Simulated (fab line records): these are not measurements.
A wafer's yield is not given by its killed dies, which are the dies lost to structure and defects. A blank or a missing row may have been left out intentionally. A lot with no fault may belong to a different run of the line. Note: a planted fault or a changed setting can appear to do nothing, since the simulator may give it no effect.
fab line records :: flow n5-finfet
record:
  lots: 4
  wafers: 12
  last-day: 18
route steps=1938 shown BEOL_M14@1749 BEOL_M15@1773 PASSIVATION@1936
lots untouched by any fault: they come from a run of this same line in which no faults occurred
start-h: the number of hours between the record's first day and the start of the first shown wafer of the lot :: wait-h: time in hours since the lot's previous step :: " unchanged from the row above :: L1.1+2: several wafers, shown together as one row :: - either no value or no given start :: * or withheld: withheld :: < > ~ a bound
route shown NAME@n: names a module that has steps shown in the file, with the first one's number in the route :: usual: mean/standard deviation taken from wafers without a fault :: same: alike in all rows :: chamber/n: place in a boat :: sites: each site's reading :: _std_site: how widely they spread, as a standard deviation :: _edge_site: outer sites' mean less inner sites' :: radius-mm: how far each site lies from the wafer's centre :: mask NAME#n: copy n :: behind: tool/chamber where the wafer was last shaped :: hold: why the lot went on hold/how many hours it stayed there/how the hold came to an end :: device: the n, p or np transistor that did not switch :: end of line: tests run on the same wafers once the route is complete :: a step with no rows: only its recipe :: killed: the dies lost at the first sort to structure and to defects; this is not the yield of the wafer :: map: per-die view of a wafer (x killed, . not killed, _ where there is no die)
set.NAME: setting as actually run; set.NAME@STEP: the setting as run at that earlier step :: model.NAME: the simulator's own value behind a step, which no gauge read
lots seen at some steps along the route; tables by step, rows by wafer
services: the hour from which a tool's chamber was out of use, counted from the record's first day as start-h (under 0 if before that day), plus the number of hours and why
== steps ==
step: N5_BEOL_M14_DESCUM_33
recipe:
  chemistry: O2
  time-s: 7.9
  source-power-w: 50
  bias-power-w: 20
  pressure-mtorr: 20
  rf-frequency-hz: 2.712e+07
  temp-c: 40
  o2-flow-sccm: 225
step: N5_BEOL_M14_ETCH_67
recipe:
  chemistry: CF4
  target: SiARC
  target-depth-a: 1430
  time-s: 238.3
  ion-energy-ev: 80
  pressure-mtorr: 40
  source-w: 545
  bias-w: 36
  Ar_flow_sccm: 100
  cf4-flow-sccm: 100
  ends: cleared
step: N5_BEOL_M14_ETCH_68
recipe:
  chemistry: N2/H2
  target: SOC
  mask-material: SiARC
  source-w: 3000
  bias-w: 350
  temp-c: 40
  time-s: 450
  ion-energy-ev: 200
  pressure-mtorr: 30
  n2-flow-sccm: 200
  h2-flow-sccm: 200
step: N5_BEOL_M14_STRIP_69
recipe:
  chemistry: N2/H2
  temp-c: 40
  n2-flow-sccm: 200
  h2-flow-sccm: 200
  rf-frequency-hz: 6e+07
step: N5_BEOL_M14_TRENCH_ETCH_34
recipe:
  chemistry: C4F8/O2/Ar
  target: SiO2
  target-depth-a: 5566.5
  mask-material: SOC
  he-inner-torr: 15
  he-outer-torr: 30
  time-s: 126.9
  ion-energy-ev: 800
  pressure-mtorr: 20
  source-w: 1905
  bias-w: 2040
  Ar_flow_sccm: 400
  C4F8_flow_sccm: 16
  O2_flow_sccm: 12
step: N5_BEOL_M14_STRIP_70
recipe:
  chemistry: C4F8/O2/Ar
  resist: SiARC
  rf-frequency-hz: 6e+07
step: N5_BEOL_M14_STRIP_37
recipe:
  chemistry: O2
  power-w: 600
  temp-c: 60
  pressure-mtorr: 30
  rf-frequency-hz: 6e+07
  bias-power-w: 0
  overash-fraction: 0.3
  o2-flow-sccm: 225
step: N5_BEOL_M14_ETCH_38
recipe:
  chemistry: CF4/N2
  target: SiCN
  target-depth-a: 1065
  taper-deg: 2
  time-s: 120.6
  ion-energy-ev: 150
  mask-material: SiO2
  pressure-mtorr: 40
  source-w: 430
  bias-w: 70
  Ar_flow_sccm: 100
  cf4-flow-sccm: 60
  n2-flow-sccm: 60
step: N5_BEOL_M14_PRECLEAN_39
recipe:
  chemistry: residue-remover
  time-s: 60
  temp-c: 40
step: N5_BEOL_M14_SRD_40
recipe:
  time-s: 30
  temp-c: 23
  rinse-liquid: diw
  dry: n2-spin
  spin-rpm: 1500
  dry-time-s: 30
step: N5_BEOL_M14_DEGAS_41
recipe:
  ambient: vacuum
  temp-c: 300
  time-s: 60
step: N5_BEOL_M14_PRE_CLEAN_42
recipe:
  gas: H2/He
  time-s: 30
  temp-c: 300
usual:
  heater-power-w: 481/55
  susceptor-temp-C: 299.97/0.22
lot.wafer: L122.1
tool: pvd-sputter-03
chamber: -
start-h: 264.36
wait-h: 0.0
heater-power-w: 477
susceptor-temp-C: 299.90

lot.wafer: L122.4
tool: pvd-sputter-03
chamber: -
start-h: 264.36
wait-h: 0.0
heater-power-w: 411
susceptor-temp-C: 299.79

lot.wafer: L122.6
tool: pvd-sputter-03
chamber: -
start-h: 264.36
wait-h: 0.0
heater-power-w: 419
susceptor-temp-C: 299.83

lot.wafer: L129.2
tool: pvd-sputter-03
chamber: -
start-h: 303.72
wait-h: 0.0
heater-power-w: 572
susceptor-temp-C: 300.05

lot.wafer: L129.3
tool: pvd-sputter-03
chamber: -
start-h: 303.72
wait-h: 0.0
heater-power-w: 493
susceptor-temp-C: 299.96

lot.wafer: L129.4
tool: pvd-sputter-03
chamber: -
start-h: 303.72
wait-h: 0.0
heater-power-w: 549
susceptor-temp-C: 299.95

lot.wafer: L131.2
tool: pvd-sputter-03
chamber: -
start-h: 319.26
wait-h: 0.0
heater-power-w: 411
susceptor-temp-C: 300.17

lot.wafer: L131.3
tool: pvd-sputter-03
chamber: -
start-h: 319.26
wait-h: 0.0
heater-power-w: 553
susceptor-temp-C: 300.07

lot.wafer: L131.4
tool: pvd-sputter-03
chamber: -
start-h: 319.26
wait-h: 0.0
heater-power-w: 547
susceptor-temp-C: 299.97

lot.wafer: L141.2
tool: pvd-sputter-02
chamber: -
start-h: 392.23
wait-h: 0.0
heater-power-w: 523
susceptor-temp-C: 299.98

lot.wafer: L141.4
tool: pvd-sputter-02
chamber: -
start-h: 392.23
wait-h: 0.0
heater-power-w: 463
susceptor-temp-C: 300.11

lot.wafer: L141.6
tool: pvd-sputter-02
chamber: -
start-h: 392.23
wait-h: 0.0
heater-power-w: 424
susceptor-temp-C: 300.11
step: N5_BEOL_M14_SPUTTER_43
recipe:
  material: TaN
  target-thk-a: 150
  temp-c: 50
  bias-v: 168.6
  power-w: 15000
  chamber-pressure-pa: 0.12
  time-s: 24.19
step: N5_BEOL_M14_SPUTTER_44
recipe:
  material: Ta
  target-thk-a: 150
  temp-c: 50
  bias-v: 80
  power-w: 15000
  chamber-pressure-pa: 0.07
  time-s: 24.19
step: N5_BEOL_M14_SPUTTER_45
recipe:
  material: Cu
  target-thk-a: 1000
  temp-c: -20
  bias-v: 60
  power-w: 26000
  chamber-pressure-pa: 0.13
  time-s: 16.67
step: N5_BEOL_M14_ECD_47
recipe:
  material: Cu
  target-thk-a: 12480
step: N5_BEOL_M14_ANNEAL_48
recipe:
  temp-c: 225
  time-s: 90
  ambient: N2
step: N5_BEOL_M14_CMP_49
recipe:
  stop-on: SiO2
  t-overpolish-s: 5.2
  down-force-psi: 2
  platen-rpm: 80
  clearing-platen-down-force-psi: 2
  clearing-platen-rpm: 80
  post-cmp-clean: cu-alkaline
  target-thk-nm: 560
  clearing-platen-pad-velocity-m-s: 1.5917
  pad-velocity-m-s: 1.5917
step: N5_BEOL_M14_PRE_CLEAN_52
recipe:
  gas: NH3
  time-s: 15
  temp-c: withheld
  rf-power-w: 300
step: N5_BEOL_M14_DEP_53
recipe:
  material: SiCN
  target-thk-a: 500
  temp-c: withheld
  precursor: 3MS/NH3
  pressure-torr: 3
  rf-w: 675
  time-s: 17.8
step: N5_BEOL_M15_ILD_DEP_00
recipe:
  material: SiO2
  target-thk-a: 16293
  temp-c: 400
  precursor: TEOS/O2
  pressure-torr: 6.5
  rf-w: 900
  teos-flow-sccm: 161.4
  gas: O2
  flow-sccm: 2650
  time-s: 346.1
step: N5_BEOL_M15_COAT_58
recipe:
  resist: BARC
  temp-c: 205
  time-s: 60
  spin-rpm: 1500
  resist-thk-nm: 89
step: N5_BEOL_M15_COAT_04
recipe:
  spin-rpm: 1704
  resist-thk-nm: 800
step: N5_BEOL_M15_EBR_06
recipe:
  solvent: PGMEA
  ebr-width-mm: 1.5
step: N5_BEOL_M15_SOFTBAKE_05
recipe:
  temp-c: 130
  time-s: 60
step: N5_BEOL_M15_EXPOSE_07
recipe:
  mask-id: V14
  na: 0.8
  source-shape: annular
  sigma-inner: 0.5
  sigma-outer: 0.8
  polarization: unpolarized
  attpsm-phase-deg: 180
  dose-mj: 41.25
step: N5_BEOL_M15_PEB_08
recipe:
  peb-temp-c: 130
  peb-time-s: 90
step: N5_BEOL_M15_DEVELOP_09
recipe:
  develop-time-s: 45
  rinse-liquid: diw
  dry: air-spin
  dev-temp-c: 21
step: N5_BEOL_M15_HARDBAKE_14
recipe:
  temp-c: 130
  time-s: 120
step: N5_BEOL_M15_DESCUM_15
recipe:
  chemistry: O2
  time-s: 7.9
  source-power-w: 50
  bias-power-w: 20
  pressure-mtorr: 20
  rf-frequency-hz: 2.712e+07
  temp-c: 40
  o2-flow-sccm: 225
step: N5_BEOL_M15_ETCH_59
recipe:
  chemistry: N2/H2
  target: BARC
  target-depth-a: 890
  overetch-a: 267
  time-s: 67.9
  ion-energy-ev: 200
  pressure-mtorr: 30
  source-w: 840
  bias-w: 150
  n2-flow-sccm: 200
  h2-flow-sccm: 200
step: N5_BEOL_M15_VIA_ETCH_16
recipe:
  chemistry: C4F8/O2/Ar
  target: SiO2
  he-inner-torr: 15
  he-outer-torr: 30
  target-depth-a: 17922
  time-s: withheld
  ion-energy-ev: 800
  pressure-mtorr: 20
  source-w: 1905
  bias-w: 2040
  Ar_flow_sccm: 400
  C4F8_flow_sccm: 16
  O2_flow_sccm: 12
  ends: cleared
step: N5_BEOL_M15_STRIP_63
recipe:
  chemistry: O2
  power-w: 600
  temp-c: 60
  pressure-mtorr: 30
  rf-frequency-hz: 6e+07
  bias-power-w: 0
  overash-fraction: 0.3
  o2-flow-sccm: 225
step: N5_BEOL_M15_STRIP_64
recipe:
  chemistry: O2
  power-w: 600
  temp-c: 60
  pressure-mtorr: 30
  rf-frequency-hz: 6e+07
  bias-power-w: 0
  overash-fraction: 0.3
  o2-flow-sccm: 225
step: N5_PASSIVATION_PROBE_49
usual:
  defect-limited-yield: 91.2/1.4
  killed_at_M0_to_M3: 35/11
  killed_at_M4_up: 12/4.2
  killed-at-contacts: 13/5.6
  killed-at-front-end: 40/12
  killed-at-other: 3.3/2.6
  killed-dies: 103/17
  killed-on-rim: 14/4.5
  killed-open: 68/12
  killed-short: 34/7.6
  sort_bin_5_function: 5.1/0.95
  sort_bin_6_memory: 3.3/0.68
  sort-n-pass: 1077/17
  sort-yield-pct: 91.2/1.4
same:
  gross-dies: 1180
  killed-at-back-side: 0
  sort_bin_4_leakage[%]: 0
  sort_bin_8_speed[%]: 0
lot.wafer: L122.1
tool: prober-01
chamber: -
start-h: 286.72
wait-h: 0.0
defect-limited-yield[%]: 90.7
killed_at_M0_to_M3: 47
killed_at_M4_up: 6
killed-at-contacts: 12
killed-at-front-end: 45
killed-at-other: 0
killed-dies: 110
killed-on-rim: 13
killed-open: 78
killed-short: 29
sort_bin_5_function[%]: 6.3
sort_bin_6_memory[%]: 2.5
sort-n-pass: 1070
sort-yield-pct[%]: 90.7

lot.wafer: L122.4
tool: prober-01
chamber: -
start-h: 286.87
wait-h: 0.2
defect-limited-yield[%]: 91.0
killed_at_M0_to_M3: 35
killed_at_M4_up: 12
killed-at-contacts: 9
killed-at-front-end: 49
killed-at-other: 1
killed-dies: 106
killed-on-rim: 13
killed-open: 66
killed-short: 39
sort_bin_5_function[%]: 5.3
sort_bin_6_memory[%]: 3.2
sort-n-pass: 1074
sort-yield-pct[%]: 91.0

lot.wafer: L122.6
tool: prober-01
chamber: -
start-h: 286.97
wait-h: 0.3
defect-limited-yield[%]: 92.2
killed_at_M0_to_M3: 36
killed_at_M4_up: 12
killed-at-contacts: 11
killed-at-front-end: 33
killed-at-other: 0
killed-dies: 92
killed-on-rim: 10
killed-open: 60
killed-short: 31
sort_bin_5_function[%]: 4.2
sort_bin_6_memory[%]: 3.4
sort-n-pass: 1088
sort-yield-pct[%]: 92.2

lot.wafer: L129.2
tool: prober-01
chamber: -
start-h: 324.97
wait-h: 0.1
defect-limited-yield[%]: 84.0
killed_at_M0_to_M3: 19
killed_at_M4_up: 108
killed-at-contacts: 19
killed-at-front-end: 37
killed-at-other: 6
killed-dies: 189
killed-on-rim: 27
killed-open: 62
killed-short: 26
sort_bin_5_function[%]: 8.8
sort_bin_6_memory[%]: 4.1
sort-n-pass: 991
sort-yield-pct[%]: 84.0

lot.wafer: L129.3
tool: prober-01
chamber: -
start-h: 325.02
wait-h: 0.1
defect-limited-yield[%]: 81.3
killed_at_M0_to_M3: 33
killed_at_M4_up: 139
killed-at-contacts: 12
killed-at-front-end: 35
killed-at-other: 2
killed-dies: 221
killed-on-rim: 12
killed-open: 54
killed-short: 26
sort_bin_5_function[%]: 12.0
sort_bin_6_memory[%]: 3.6
sort-n-pass: 959
sort-yield-pct[%]: 81.3

lot.wafer: L129.4
tool: prober-01
chamber: -
start-h: 325.07
wait-h: 0.2
defect-limited-yield[%]: 82.9
killed_at_M0_to_M3: 39
killed_at_M4_up: 125
killed-at-contacts: 5
killed-at-front-end: 29
killed-at-other: 4
killed-dies: 202
killed-on-rim: 21
killed-open: 50
killed-short: 28
sort_bin_5_function[%]: 9.4
sort_bin_6_memory[%]: 4.4
sort-n-pass: 978
sort-yield-pct[%]: 82.9

lot.wafer: L131.2
tool: prober-02
chamber: -
start-h: 339.96
wait-h: 0.1
defect-limited-yield[%]: 79.6
killed_at_M0_to_M3: 39
killed_at_M4_up: 154
killed-at-contacts: 8
killed-at-front-end: 38
killed-at-other: 2
killed-dies: 241
killed-on-rim: 21
killed-open: 69
killed-short: 32
sort_bin_5_function[%]: 13.0
sort_bin_6_memory[%]: 4.1
sort-n-pass: 939
sort-yield-pct[%]: 79.6

lot.wafer: L131.3
tool: prober-02
chamber: -
start-h: 340.01
wait-h: 0.1
defect-limited-yield[%]: 80.8
killed_at_M0_to_M3: 31
killed_at_M4_up: 139
killed-at-contacts: 11
killed-at-front-end: 44
killed-at-other: 2
killed-dies: 227
killed-on-rim: 29
killed-open: 56
killed-short: 42
sort_bin_5_function[%]: 12.5
sort_bin_6_memory[%]: 4.1
sort-n-pass: 953
sort-yield-pct[%]: 80.8

lot.wafer: L131.4
tool: prober-02
chamber: -
start-h: 340.06
wait-h: 0.2
defect-limited-yield[%]: 82.4
killed_at_M0_to_M3: 43
killed_at_M4_up: 120
killed-at-contacts: 16
killed-at-front-end: 24
killed-at-other: 5
killed-dies: 208
killed-on-rim: 21
killed-open: 61
killed-short: 35
sort_bin_5_function[%]: 11.9
sort_bin_6_memory[%]: 4.0
sort-n-pass: 972
sort-yield-pct[%]: 82.4
killed by level:class
L122.1 BEOL_M1:geometric-particle:open=13 BEOL_M0_SAQP:geometric-particle:open=13 MOL_CONTACT_COAG:geometric-particle:open=10 FIN_SAQP:geometric-particle:open=9 DUMMY_GATE:geometric-particle:open=9 FIN_SAQP:geometric-particle:short=8 BEOL_M0_SAQP:geometric-particle:short=7 STI_FIN_REVEAL:geometric-particle:open=6
L122.4 FIN_SAQP:geometric-particle:open=12 BEOL_M0_SAQP:geometric-particle:short=12 BEOL_M0_SAQP:geometric-particle:open=11 FIN_SAQP:geometric-particle:short=10 STI_FIN_REVEAL:geometric-particle:open=7 MOL_CONTACT_COAG:geometric-particle:open=6 BEOL_M4:geometric-particle:open=6 STARTING-WAFER:geometric-particle:open=5
L122.6 MOL_CONTACT_COAG:geometric-particle:open=10 FIN_SAQP:geometric-particle:short=8 BEOL_M0_SAQP:geometric-particle:short=8 BEOL_M1:geometric-particle:open=8 STI_FIN_REVEAL:geometric-particle:open=7 GATE_CUT:geometric-particle:short=6 BEOL_M2:geometric-particle:open=6 BEOL_M4:geometric-particle:open=6
L129.2 BEOL_M14:unspecified=100 MOL_CONTACT_COAG:geometric-particle:open=17 FIN_SAQP:geometric-particle:open=15 FIN_SAQP:geometric-particle:short=8 BEOL_M2:geometric-particle:open=6 DUMMY_GATE:geometric-particle:open=4 BEOL_M1:geometric-particle:open=4 STI_FIN_REVEAL:geometric-particle:open=3
L129.3 BEOL_M14:unspecified=138 MOL_CONTACT_COAG:geometric-particle:open=10 BEOL_M3:geometric-particle:open=9 STARTING-WAFER:geometric-particle:open=7 FIN_SAQP:geometric-particle:open=6 BEOL_M0_SAQP:geometric-particle:short=6 STI_FIN_REVEAL:geometric-particle:open=5 GATE_CUT:geometric-particle:short=5
L129.4 BEOL_M14:unspecified=118 BEOL_M0_SAQP:geometric-particle:short=11 BEOL_M2:geometric-particle:open=10 BEOL_M3:geometric-particle:open=8 STI_FIN_REVEAL:geometric-particle:open=5 FIN_SAQP:geometric-particle:open=4 DUMMY_GATE:geometric-particle:open=4 GATE_CUT:geometric-particle:short=4
L131.2 BEOL_M14:unspecified=138 STI_FIN_REVEAL:geometric-particle:open=11 BEOL_M2:geometric-particle:open=11 BEOL_M4:geometric-particle:open=9 BEOL_M1:geometric-particle:open=8 MOL_CONTACT_COAG:geometric-particle:open=7 BEOL_M0_SAQP:geometric-particle:short=6 BEOL_M0_SAQP:geometric-particle:open=6
L131.3 BEOL_M14:unspecified=124 BEOL_M0_SAQP:geometric-particle:short=10 MOL_CONTACT_COAG:geometric-particle:open=9 STI_FIN_REVEAL:geometric-particle:open=8 ILD0:geometric-particle:short=6 DUMMY_GATE:geometric-particle:open=5 GATE_CUT:geometric-particle:short=5 BEOL_M2:geometric-particle:open=5
L131.4 BEOL_M14:unspecified=111 BEOL_M0_SAQP:geometric-particle:short=19 MOL_CONTACT_COAG:geometric-particle:open=15 BEOL_M0_SAQP:geometric-particle:open=9 BEOL_M3:geometric-particle:open=8 ILD0:geometric-particle:short=5 STI_FIN_REVEAL:geometric-particle:open=4 BEOL_M2:geometric-particle:open=4
map L129.3 (x killed, . not)
_________________x...........________________
______________..............x..x_____________
___________....x....x..............__________
__________...x...........x.........._________
________.............x..............x._______
_______................x...............______
______...x....x........................._____
_____..................x..x..............____
____...................x..................___
___..............xx.............x..........__
___........................................__
__x...x.x.......................x.x........x_
__........x...........x...xx.........x......_
_...............x.x.......................x..
_.....x.....................x...x........x...
_.....x.............x...............x........
_..x....x......xx..x...................x.x...
_.......x.xxxxxxx.............x........x...x.
_.....xxx.x.xx.x......................x......
_...x..xxxxxxxxxx...........x...xx......x....
_.....xxxxxxxxxxxxxx.x....x...........x......
__..x.xxxxxxxxxxxxx.................x.....x._
__....xxxxxxxxxxxxxx..............x........._
___...xxxxxxxxxxxxxxxx..x..xx.....x........__
___..xxxxxxxxxxxxxx.x......................__
____x..xxxxxxxxxxxx..x.............x..x...___
_____xxxxxxxxxxxxx...x................x..____
______...xxxxxxx.x..x...........x......._____
_______x.xx.xxxxx.x...........x........______
________..x..x.xx................x...._______
__________..x......................._________
___________........................__________
______________...............x.._____________
_________________............________________
map L131.2 (x killed, . not)
_________________....x.x.....________________
______________xx.x.x..xxx..x.xx._____________
___________....x..xxxxxxxxxxx......__________
__________..x..x.xxxxxxxxxxxx......._________
________........x.xxxxxxxxxx.x......x._______
_______...x.....xxxxxxxxxxxxx..x...x...______
______..........xxxxxxxxxxxxxx....x....._____
_____........x..xxxxxxxxxxxxx.......x....____
____..........xxxxxxxxxxxxxxx.x......xx...___
___x....x.......x.xxxxxxxxxxx...........x..__
___.........x....xxxxxxxxxxx....x.....x....__
__..............x..xxxxxxxxx....x..x........_
__........x........x.x.xx.x.....x.......x..._
_xx...x.x...........xxx....x........x....x...
_...........................xx...xx.xx.......
_.......x...x..........x....x................
_.................x..............x....x......
_............x............x.............x....
_...x.x..................x.................x.
_................................xx.......x..
_.............x..........................x...
__...x.........x.......x...................x_
__.x....................x..................._
___.x..x.....x..................xx......x..__
___...........................x..x...x.....__
____.......x..x.....x...............x.....___
_____....x...............................____
______..x............................x.._____
_______..x...........xx...............x______
________.......x...........xx.x......._______
__________xx............x.....x.x..x_________
___________.....x..x...........x...__________
______________.................x_____________
_________________.x.....x....________________
== services ==
tool: pvd-sputter-02
chamber: -
start-h: 370.99
hours: 0.6
kind: repair
== key ==
first-sign:
  step: N5_PASSIVATION_PROBE_49
  reading: killed_at_M4_up
  direction: up
  sigmas: 28
  usual: 12
  struck: 131
effect:
  step: N5_PASSIVATION_PROBE_49
  reading: killed-dies
  direction: up
  sigmas: 6.6
  usual: 103
  struck: 215
more-kills-born-at:
  N5_BEOL_M14_PRE_CLEAN_42@pvd-sputter-03: 729
met-at N5_BEOL_M14_PRE_CLEAN_42
struck-wafers L129.2,L129.3,L129.4,L131.2,L131.3,L131.4
onset-between 264.36 303.72
fault:
  kind: chamber-particle-source
  tool: pvd-sputter-03
  chamber: -
  onset-h: 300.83
  steps: N5_BEOL_M14_PRE_CLEAN_42
  rate-per-visit-cm2: 1.1078
  end-h: 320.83
